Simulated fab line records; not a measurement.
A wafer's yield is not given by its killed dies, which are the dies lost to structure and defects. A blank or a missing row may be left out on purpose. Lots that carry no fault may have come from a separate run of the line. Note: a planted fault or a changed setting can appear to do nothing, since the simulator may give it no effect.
fab line records ; flow nand-harc
[record] lots = 5; wafers = 15; last-day = 23
route steps=1159 shown P_GATE@194 P_CONTACT@217 END@1159
lots that met no fault: taken from a fault-free run of the same line
start-h: start of the lot's first displayed wafer, in hours after the record's first day ; wait-h: hours since the lot's step before ; " the same as in the row above ; L1.1+2: a row that stands for several wafers ; - no value, or no start was given ; * or withheld: withheld ; < > ~ a bound
route shown NAME@n: names a module that has steps shown in the file, with the first one's number in the route ; usual: mean and standard deviation over wafers with no fault ; same: alike in all rows ; chamber/n: place in a boat ; sites: per-site readings ; _std_site: their standard deviation ; _edge_site: mean of outer sites minus mean of inner sites ; radius-mm: how far each site lies from the wafer's centre ; mask NAME#n: copy n ; behind: the last tool/chamber to shape the wafer ; hold: reason for holding the lot/hours on hold/outcome of the hold ; device: which transistor (n, p or np) failed to switch ; end of line: the same wafers' tests at the end of the route ; a step given without rows: its recipe and nothing more ; killed: the dies lost at the first sort to structure and to defects; this is not the yield of the wafer ; map: per-die view of a wafer (x killed, . not killed, _ where there is no die)
set.NAME: the run value of the setting; set.NAME@STEP: its run value at that earlier step ; model.NAME: the simulator's own value behind a step, which no gauge read
certain route steps with their lots: each step a table, each wafer a row
services: the hour from which a tool's chamber was out of use, counted from the record's first day as start-h (under 0 if before that day), plus the number of hours and why
[[steps]]
[step NHARC_P_GATE_COAT_85]
[recipe] spin-rpm = 3000
[step NHARC_P_GATE_SOFTBAKE_86]
[recipe] temp-c = 122; time-s = 95
[step NHARC_P_GATE_EBR_87]
[step NHARC_P_GATE_EXPOSE_88]
[recipe] na = 0.6; target-cd-nm = 2000; dose-mj = 11.87; mask-id = P_HVN
[step NHARC_P_GATE_PEB_89]
[recipe] peb-temp-c = 118; peb-time-s = 85
[step NHARC_P_GATE_DEVELOP_90]
[recipe] time-s = 70
[step NHARC_P_GATE_CD_MEAS_91]
[recipe] target-cd-nm = 2000; landing-energy-ev = 500
[usual] cd-nm = 2000.0/2.5
[same] landing-energy-ev = 500
lot.wafer;tool;chamber;start-h;wait-h;cd-nm
L520.1;cd-sem-03;0;128.02;-;2001.4
L520.5;cd-sem-03;0;128.02;-;2001.3
L520.6;cd-sem-03;0;128.02;-;2001.4
L522.2;cd-sem-01;0;147.09;-;2005.3
L522.4;cd-sem-01;0;147.09;-;2002.0
L522.6;cd-sem-01;0;147.09;-;2003.3
L526.3;cd-sem-01;0;187.01;-;2003.2
L526.5;cd-sem-01;0;187.01;-;1997.8
L526.6;cd-sem-01;0;187.01;-;1999.3
L528.1;cd-sem-01;0;187.63;-;2001.3
L528.4;cd-sem-01;0;187.63;-;1994.8
L528.6;cd-sem-01;0;187.63;-;1999.1
L527.2;cd-sem-03;0;188.55;-;2000.8
L527.4;cd-sem-03;0;188.55;-;2002.1
L527.5;cd-sem-03;0;188.55;-;2000.7
[step NHARC_P_GATE_HARDBAKE_92]
[recipe] temp-c = 125; time-s = 80
[step NHARC_P_GATE_DESCUM_93]
[recipe] time-s = 3; o2-flow-sccm = 200; ar-flow-sccm = 0; bias-power-w = 0; chemistry = O2
[usual] drypump-motor-current-A = 5.9/0.39; o2-flow-sccm = 200.0/0.57; oes-product-au = 0.998/0.013; rf-vpp-V = 57.8/0.91; showerhead-plenum-p-Torr = 1.93/0.084; throttle-valve-pct = 11.310/0.0091
lot.wafer;tool;chamber;start-h;wait-h;drypump-motor-current-A;o2-flow-sccm;oes-product-au;rf-hours-counter-h;rf-vpp-V;showerhead-plenum-p-Torr;throttle-valve-pct
L520.1;rie-diel-07;2;128.18;-;5.5;200.8;1.002;13;57.4;1.81;11.309
L520.6;rie-diel-07;2;128.18;-;5.5;200.3;1.008;-;57.9;1.81;11.322
L520.5;rie-diel-07;3;128.18;-;6.0;200.3;1.009;-;56.4;1.94;11.299
L522.2;rie-diel-09;2;147.25;-;5.8;200.3;0.998;20;58.0;2.07;11.318
L522.6;rie-diel-09;2;147.25;-;5.8;199.6;1.007;-;57.9;2.07;11.318
L522.4;rie-diel-09;0;147.25;-;5.9;199.6;1.010;-;59.2;1.98;11.312
L526.3;rie-diel-10;3;187.16;-;5.0;200.6;1.001;0;58.7;2.08;11.319
L526.6;rie-diel-10;3;187.16;-;5.0;199.7;0.996;-;57.6;2.08;11.311
L526.5;rie-diel-10;0;187.16;-;6.1;200.1;0.987;-;55.5;1.90;11.314
L528.4;rie-diel-07;0;187.79;-;6.3;200.8;0.987;24;56.1;2.00;11.318
L528.1;rie-diel-07;3;187.79;-;6.0;200.2;1.002;24;58.4;1.94;11.305
L528.6;rie-diel-07;0;187.79;-;6.3;200.9;0.977;-;58.9;2.00;11.310
L527.4;rie-diel-07;1;188.71;-;6.2;199.1;1.012;24;58.0;1.88;11.301
L527.2;rie-diel-07;2;188.71;-;5.5;200.4;1.011;24;55.8;1.81;11.311
L527.5;rie-diel-07;2;188.71;-;5.5;200.9;1.002;-;57.6;1.81;11.310
[step NHARC_P_GATE_IMPLANT_94]
[recipe] energy-kev = 60; dose-cm2 = 2e+15; tilt-deg = 7
[step NHARC_P_GATE_STRIP_113]
[recipe] power-w = 1500; temp-c = 110; time-s = 740; chemistry = N2/H2
[usual] drypump-motor-current-A = 5.6/0.32; heater-power-w = 85/7.5
lot.wafer;tool;chamber;start-h;wait-h;drypump-motor-current-A;heater-power-w;rf-hours-counter-h
L520.1;plasma-asher-02;1;128.67;0.3;5.7;75;47
L520.6;plasma-asher-02;0;128.67;0.3;5.3;86;-
L520.5;plasma-asher-02;1;128.67;0.3;5.7;79;-
L522.2;plasma-asher-01;0;147.77;0.3;5.4;94;12
L522.4;plasma-asher-01;1;147.77;0.3;6.1;79;-
L522.6;plasma-asher-01;1;147.77;0.3;6.1;78;-
L526.3;plasma-asher-01;1;188.20;0.8;6.1;79;-
L526.5;plasma-asher-01;1;188.20;0.8;6.1;76;-
L526.6;plasma-asher-01;0;188.20;0.8;5.4;96;-
L528.1;plasma-asher-01;1;189.03;1.1;6.1;81;29
L528.4;plasma-asher-01;1;189.03;1.1;6.1;81;-
L528.6;plasma-asher-01;0;189.03;1.1;5.3;95;-
L527.2;plasma-asher-01;0;190.06;1.1;5.4;94;30
L527.4;plasma-asher-01;0;190.06;1.1;5.4;97;-
L527.5;plasma-asher-01;0;190.06;1.1;5.4;98;-
[step NHARC_P_GATE_STRIP_95]
[recipe] power-w = 1500; temp-c = 250; chemistry = O2
[usual] drypump-motor-current-A = 5.6/0.32; heater-power-w = 317/27
lot.wafer;tool;chamber;start-h;wait-h;drypump-motor-current-A;heater-power-w;rf-hours-counter-h
L520.1;plasma-asher-02;1;129.27;0.5;5.6;291;48
L520.6;plasma-asher-02;0;129.27;0.5;5.3;317;-
L520.5;plasma-asher-02;1;129.27;0.5;5.6;285;-
L522.2;plasma-asher-01;0;148.38;0.5;5.3;353;13
L522.4;plasma-asher-01;1;148.38;0.5;6.1;295;-
L522.6;plasma-asher-01;1;148.38;0.5;6.1;295;-
L526.3;plasma-asher-01;1;188.70;0.4;6.1;297;-
L526.5;plasma-asher-01;1;188.70;0.4;6.1;303;-
L526.6;plasma-asher-01;0;188.70;0.4;5.4;348;-
L528.1;plasma-asher-01;1;189.75;0.6;6.1;304;30
L528.4;plasma-asher-01;1;189.75;0.6;6.1;304;-
L528.6;plasma-asher-01;0;189.75;0.6;5.3;349;-
L527.2;plasma-asher-01;0;190.68;0.5;5.4;360;31
L527.4;plasma-asher-01;0;190.68;0.5;5.4;354;-
L527.5;plasma-asher-01;0;190.68;0.5;5.4;357;-
[step NHARC_P_GATE_STRIP_96]
[recipe] time-s = 900; temp-c = 130; chemistry = SPM
lot.wafer;tool;chamber;start-h;wait-h
L520.5+1+6;wet-bench-01;6,7,3;129.47;0.1
L522.2+6+4;wet-bench-01;7,0,1;148.59;0.2
L526.6+5+3;wet-bench-04;6,0,2;188.90;0.1
L528.4+1+6;wet-bench-04;2,3,7;189.96;0.2
L527.2+4+5;wet-bench-02;5,0,1;190.88;0.2
[step NHARC_P_GATE_RTA_64]
[recipe] temp-c = 1050; time-s = 1
[step NHARC_P_GATE_ETCH_77]
[recipe] target-depth-a = 60; chemistry = dHF; material = SiO2
[step NHARC_P_GATE_DEGAS_109]
[recipe] temp-c = 300; time-s = 60
[usual] heater-power-w = 466/38
lot.wafer;tool;chamber;start-h;wait-h;heater-power-w
L520.1;pvd-sputter-01;-;130.15;0.1;462
L520.5;pvd-sputter-01;-;130.15;0.1;411
L520.6;pvd-sputter-01;-;130.15;0.1;459
L522.2;pvd-sputter-01;-;149.26;0.1;409
L522.4;pvd-sputter-01;-;149.26;0.1;467
L522.6;pvd-sputter-01;-;149.26;0.1;460
L526.3;pvd-sputter-02;-;189.57;0.1;466
L526.6;pvd-sputter-02;-;189.57;0.1;486
L526.5;pvd-sputter-02;-;189.57;0.1;469
L528.1;pvd-sputter-02;-;190.62;0.1;476
L528.4;pvd-sputter-02;-;190.62;0.1;460
L528.6;pvd-sputter-02;-;190.62;0.1;490
L527.2;pvd-sputter-03;-;191.53;0.1;546
L527.4;pvd-sputter-03;-;191.53;0.1;443
L527.5;pvd-sputter-03;-;191.53;0.1;449
[step NHARC_P_GATE_PRE_CLEAN_110]
[recipe] time-s = 30; bias-v = 200; gas = Ar
[step NHARC_P_GATE_SPUTTER_78]
[recipe] target-thk-a = 100; material = Ni
[step NHARC_P_GATE_SPUTTER_79]
[recipe] target-thk-a = 100; material = TiN
[step NHARC_P_GATE_RTA_80]
[recipe] temp-c = 300; time-s = 30
[step NHARC_P_GATE_STRIP_67]
[recipe] time-s = 600; temp-c = 130; chemistry = SPM
[step NHARC_P_GATE_RTA_82]
[recipe] temp-c = 450; time-s = 30
[usual] lamp-power-pct = 4.0/0.33; lamp_zone_2_pct = 4.0/0.33; lamp_zone_4_pct = 4.0/0.33; wafer_temp_C_max = 452.5/0.51
lot.wafer;tool;chamber;start-h;wait-h;lamp-power-pct;lamp_zone_2_pct;lamp_zone_4_pct;wafer_temp_C_max
L520.1;rtp-anneal-01;0;130.91;-;4.3;4.3;4.3;452.6
L520.5;rtp-anneal-01;0;130.91;-;4.3;4.3;4.3;452.6
L520.6;rtp-anneal-01;0;130.91;-;4.3;4.3;4.3;453.1
L522.2;rtp-anneal-02;0;150.04;-;3.6;3.6;3.6;451.8
L522.4;rtp-anneal-02;0;150.04;-;3.6;3.6;3.6;452.5
L522.6;rtp-anneal-02;0;150.04;-;3.6;3.6;3.6;452.0
L526.3;rtp-anneal-01;0;190.38;-;4.3;4.3;4.3;452.6
L526.5;rtp-anneal-01;0;190.38;-;4.3;4.3;4.3;452.9
L526.6;rtp-anneal-01;0;190.38;-;4.3;4.3;4.3;453.1
L528.1;rtp-anneal-01;0;191.40;-;4.3;4.3;4.3;452.8
L528.4;rtp-anneal-01;0;191.40;-;4.3;4.3;4.3;452.4
L528.6;rtp-anneal-01;0;191.40;-;4.3;4.3;4.3;453.0
L527.2;rtp-anneal-01;0;192.31;-;4.3;4.3;4.3;453.0
L527.4;rtp-anneal-01;0;192.31;-;4.3;4.3;4.3;452.8
L527.5;rtp-anneal-01;0;192.31;-;4.3;4.3;4.3;451.9
[step NHARC_P_GATE_INSPECT_68]
[usual] raw-defect-count = 212/83
lot.wafer;tool;chamber;start-h;wait-h;raw-defect-count
L520.1;defect-inspect-01;-;131.10;0.2;359
L520.5;defect-inspect-01;-;131.10;0.2;161
L520.6;defect-inspect-01;-;131.10;0.2;183
L522.2;defect-inspect-01;-;150.21;0.1;419
L522.4;defect-inspect-01;-;150.21;0.1;420
L522.6;defect-inspect-01;-;150.21;0.1;449
L526.3;defect-inspect-02;-;190.52;0.1;229
L526.5;defect-inspect-02;-;190.52;0.1;186
L526.6;defect-inspect-02;-;190.52;0.1;210
L528.1;defect-inspect-01;-;191.60;0.2;516
L528.4;defect-inspect-01;-;191.60;0.2;278
L528.6;defect-inspect-01;-;191.60;0.2;297
L527.2;defect-inspect-01;-;192.49;0.1;181
L527.4;defect-inspect-01;-;192.49;0.1;343
L527.5;defect-inspect-01;-;192.49;0.1;203
[step NHARC_P_CONTACT_DEP_30]
[recipe] target-thk-a = 300; temp-c = 400; target-thk-nm = 30; flow-sccm = 200; rf-w = 450; material = SiNx
[step NHARC_END_SORT_01]
[recipe] temp-c = 25
[usual] killed-at-array = 30/10; killed-at-other = 0.5/0.82; killed-at-periphery = 2.9/2; killed-dies = 34/11; killed-open = 3.2/1.8; killed-short = 2.0/1.4
[same] gross-dies = 677
lot.wafer;tool;chamber;start-h;wait-h;killed-at-array;killed-at-other;killed-at-periphery;killed-dies;killed-open;killed-short
L520.1;prober-02;0;474.13;2.5;31;0;4;35;3;2
L520.5;prober-02;0;477.30;3.7;27;1;2;30;4;0
L520.6;prober-02;0;478.09;4.0;28;1;2;31;5;1
L522.2;prober-02;0;482.74;2.8;33;0;68;101;1;3
L522.4;prober-02;0;484.34;3.4;22;0;38;60;1;1
L526.3;prober-01;0;517.51;3.0;29;0;6;35;3;6
L526.5;prober-01;0;519.05;3.6;25;0;2;27;6;1
L526.6;prober-01;0;519.83;3.9;26;0;4;30;3;4
L527.2;prober-01;0;537.33;2.8;19;2;1;22;3;3
L527.4;prober-01;0;538.92;3.4;21;4;1;26;4;2
L527.5;prober-01;0;539.72;3.7;12;1;0;13;4;1
L528.1;prober-02;0;544.01;2.5;46;0;1;47;2;2
L528.4;prober-02;0;546.45;3.4;39;0;2;41;5;1
L528.6;prober-02;0;548.07;4.1;32;1;4;37;4;3
// killed by level:class
L520.1 A_CHANNEL_HOLE_D1:chamber-film-flake=14 A_SLIT:chamber-film-flake=11 P_ZERO_WELL:geometric-particle:short=1 P_GATE:geometric-particle:open=1 A_WL_FILL:geometric-particle:short=1 A_WL_FILL:geometric-particle:open=1 A_CONTACT:geometric-particle:open=1 P_ZERO_WELL:chamber-film-flake=1
L520.5 A_SLIT:chamber-film-flake=10 A_CHANNEL_HOLE_D1:chamber-film-flake=8 A_SGD_CUT:geometric-particle:open=2 A_STAIRCASE:chamber-film-flake=2 A_CONTACT:chamber-film-flake=2 A_WL_FILL:geometric-particle:open=1 A_CONTACT:geometric-particle:open=1 P_STI:chamber-film-flake=1
L520.6 A_CHANNEL_HOLE_D1:chamber-film-flake=11 A_SLIT:chamber-film-flake=10 A_M0:geometric-particle:open=2 A_CHANNEL_FILL_D1:geometric-particle:short=1 A_SGD_CUT:geometric-particle:open=1 A_WL_FILL:geometric-particle:open=1 STARTING-WAFER:geometric-particle:open=1 P_STI:chamber-film-flake=1
L522.2 P_GATE:unspecified=67 A_CHANNEL_HOLE_D1:chamber-film-flake=14 A_SLIT:chamber-film-flake=8 A_CONTACT:chamber-film-flake=5 A_WL_FILL:geometric-particle:short=2 A_STAIRCASE:chamber-film-flake=2 A_CHANNEL_HOLE_D1:geometric-particle:short=1 A_CHANNEL_FILL_D1:geometric-particle:open=1
L522.4 P_GATE:unspecified=35 A_CHANNEL_HOLE_D1:chamber-film-flake=7 A_SLIT:chamber-film-flake=6 A_STAIRCASE:chamber-film-flake=4 A_CONTACT:chamber-film-flake=3 A_WL_FILL:geometric-particle:short=1 A_CONTACT:geometric-particle:open=1 P_STI:chamber-film-flake=1
L526.3 A_CHANNEL_HOLE_D1:chamber-film-flake=14 A_CONTACT:chamber-film-flake=6 A_WL_FILL:geometric-particle:short=3 P_M1:chamber-film-flake=3 P_GATE:geometric-particle:short=1 P_CONTACT:geometric-particle:open=1 A_SOURCE_PLATE:geometric-particle:open=1 A_ONON_D1:geometric-particle:short=1
L526.5 A_CHANNEL_HOLE_D1:chamber-film-flake=16 A_CHANNEL_FILL_D1:geometric-particle:open=2 A_CONTACT:chamber-film-flake=2 A_WL_FILL:geometric-particle:open=1 A_CONTACT:geometric-particle:short=1 A_CONTACT:geometric-particle:open=1 A_BLC:geometric-particle:open=1 A_BONDPAD:geometric-particle:open=1
L526.6 A_CHANNEL_HOLE_D1:chamber-film-flake=13 A_CONTACT:chamber-film-flake=3 A_STAIRCASE:chamber-film-flake=2 P_CONTACT:geometric-particle:open=1 A_SOURCE_PLATE:geometric-particle:short=1 A_ONON_D1:geometric-particle:short=1 A_WL_FILL:geometric-particle:short=1 A_CONTACT:geometric-particle:open=1
L527.2 A_CHANNEL_HOLE_D1:chamber-film-flake=5 A_STAIRCASE:chamber-film-flake=4 A_WL_FILL:geometric-particle:short=3 A_CONTACT:geometric-particle:open=2 A_CONTACT:chamber-film-flake=2 THIN_TSV:chamber-film-flake=2 A_CHANNEL_FILL_D1:geometric-particle:open=1 P_GATE:chamber-film-flake=1
L527.4 A_CHANNEL_HOLE_D1:chamber-film-flake=9 THIN_TSV:chamber-film-flake=4 A_STAIRCASE:chamber-film-flake=3 A_CONTACT:geometric-particle:open=2 A_WL_FILL:chamber-film-flake=2 A_CONTACT:chamber-film-flake=2 P_M0:geometric-particle:open=1 A_SLIT:geometric-particle:short=1
L527.5 A_CHANNEL_HOLE_D1:chamber-film-flake=6 A_CHANNEL_FILL_D1:geometric-particle:open=1 A_CONTACT:geometric-particle:open=1 A_BLC:geometric-particle:open=1 A_M0:geometric-particle:open=1 A_M0:geometric-particle:short=1 A_STAIRCASE:chamber-film-flake=1 THIN_TSV:chamber-film-flake=1
L528.1 A_SLIT:chamber-film-flake=14 A_CHANNEL_HOLE_D1:chamber-film-flake=12 A_CONTACT:chamber-film-flake=11 A_STAIRCASE:chamber-film-flake=5 P_M1:geometric-particle:open=1 A_SOURCE_PLATE:geometric-particle:short=1 A_CHANNEL_FILL_D1:geometric-particle:open=1 A_WL_FILL:geometric-particle:short=1
L528.4 A_CHANNEL_HOLE_D1:chamber-film-flake=14 A_SLIT:chamber-film-flake=11 A_STAIRCASE:chamber-film-flake=5 A_ONON_D1:geometric-particle:open=2 P_GATE:chamber-film-flake=2 A_CONTACT:chamber-film-flake=2 A_WL_FILL:geometric-particle:short=1 A_CONTACT:geometric-particle:open=1
L528.6 A_CHANNEL_HOLE_D1:chamber-film-flake=9 A_SLIT:chamber-film-flake=9 A_STAIRCASE:chamber-film-flake=5 A_CONTACT:chamber-film-flake=4 P_GATE:chamber-film-flake=2 P_GATE:geometric-particle:short=1 P_M0:geometric-particle:open=1 A_ONON_D1:geometric-particle:open=1
// map L522.2 (x killed, . not)
____________.____________
_________....x.._________
_______.....x....._______
______.............______
_____..............._____
____...x.............____
____.......x.........____
___.x..xxx............___
___..xxxxxx.x.........___
__....xxxxx.x........xx__
__.x.xxxxxxxxx.......xx__
_...x.xxxxxx..........xx_
_..x..xxxxxx.x........x._
_..x.xxxxxxxx.........xx_
_...x.xxxxx............._
_......xxxxx........x..x_
.......xxxx...........xx.
......xx.xx............x.
....x....................
.....x...................
.........x.......x.......
_.x..xx.x..............._
_......x................_
_......................._
_.x.x..................._
_......x................_
__.....................__
__.....................__
___...................___
___...................___
____.................____
____...............x.____
_____..............._____
______.............______
_______..........._______
_________......._________
____________.____________
// map L520.1 (x killed, . not)
____________.____________
_________......._________
_______..........._______
______.............______
_____...x..........._____
____.................____
____.................____
___...................___
___.........x.......x.___
__....x........x....x.x__
__....................x__
_........x..........xx.x_
_...................x.x._
_....................xxx_
_.....................xx_
_.....................x._
.....................xx..
........................x
..................x...x..
.....................xx.x
.........................
_...................xxx._
_....x.......x.........x_
_......................._
_......................._
_......................._
__.....x...............__
__.....................__
___...................___
___...................___
____.................____
____.................____
_____..............._____
______.............______
_______..........._______
_________......._________
____________.____________
[[services]]
tool;chamber;start-h;hours;kind
plasma-asher-01;0;108.00;-;clean
plasma-asher-01;1;108.00;-;clean
rie-diel-07;0;109.20;-;clean
rie-diel-07;1;109.20;-;clean
rie-diel-07;2;109.20;-;clean
rie-diel-07;3;109.20;-;clean
rie-diel-10;1;114.19;4.5;repair
rie-diel-10;0;129.54;4.9;repair
rie-diel-09;1;129.76;1.8;repair
rie-diel-07;0;133.70;-;clean
rie-diel-07;1;133.70;-;clean
rie-diel-07;2;133.70;-;clean
rie-diel-07;3;133.70;-;clean
rie-diel-09;3;138.71;9.6;repair
pvd-sputter-01;-;158.00;10.0;pm
rie-diel-07;0;158.33;-;clean
rie-diel-07;1;158.33;-;clean
rie-diel-07;2;158.33;-;clean
rie-diel-07;3;158.33;-;clean
wet-bench-04;-;163.20;8.0;pm
rie-diel-10;-;176.66;9.0;pm
wet-bench-02;-;180.00;8.0;pm
rie-diel-07;0;182.83;-;clean
plasma-asher-02;-;183.40;9.0;pm
[[key]]
[first-sign] step = NHARC_P_GATE_INSPECT_68; reading = raw-defect-count; direction = up; sigmas = 2.6; usual = 212; struck = 429
[effect] step = NHARC_END_SORT_01; reading = killed-at-periphery; direction = up; sigmas = 25; usual = 2.9; struck = 53
[more-kills-born-at] NHARC_P_GATE_STRIP_96@wet-bench-01 = 102
met-at NHARC_P_GATE_STRIP_96
struck-wafers L522.2,L522.4,L522.6
rows-end L522.6
tester-left-out L522
onset-between 129.47 148.59
also-fits NHARC_P_GATE_DESCUM_93:rie-diel-09,NHARC_P_GATE_DEGAS_109:pvd-sputter-01,NHARC_P_GATE_RTA_82:rtp-anneal-02
[fault] kind = chamber-particle-source; tool = wet-bench-01; chamber = -; onset-h = 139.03; steps = NHARC_P_GATE_STRIP_96; rate-per-visit-cm2 = 0.38968
// tester-left-out: of these lots the tester's yield and bins aren't shown, on N5 and GAA mostly nor the transistor test; their killed dies are dies lost to structure and defects alone, not to doping, threshold or leakage, so they don't give the yield
// rows-end: these wafers met a further fault down the route, and their rows from its step on are left out
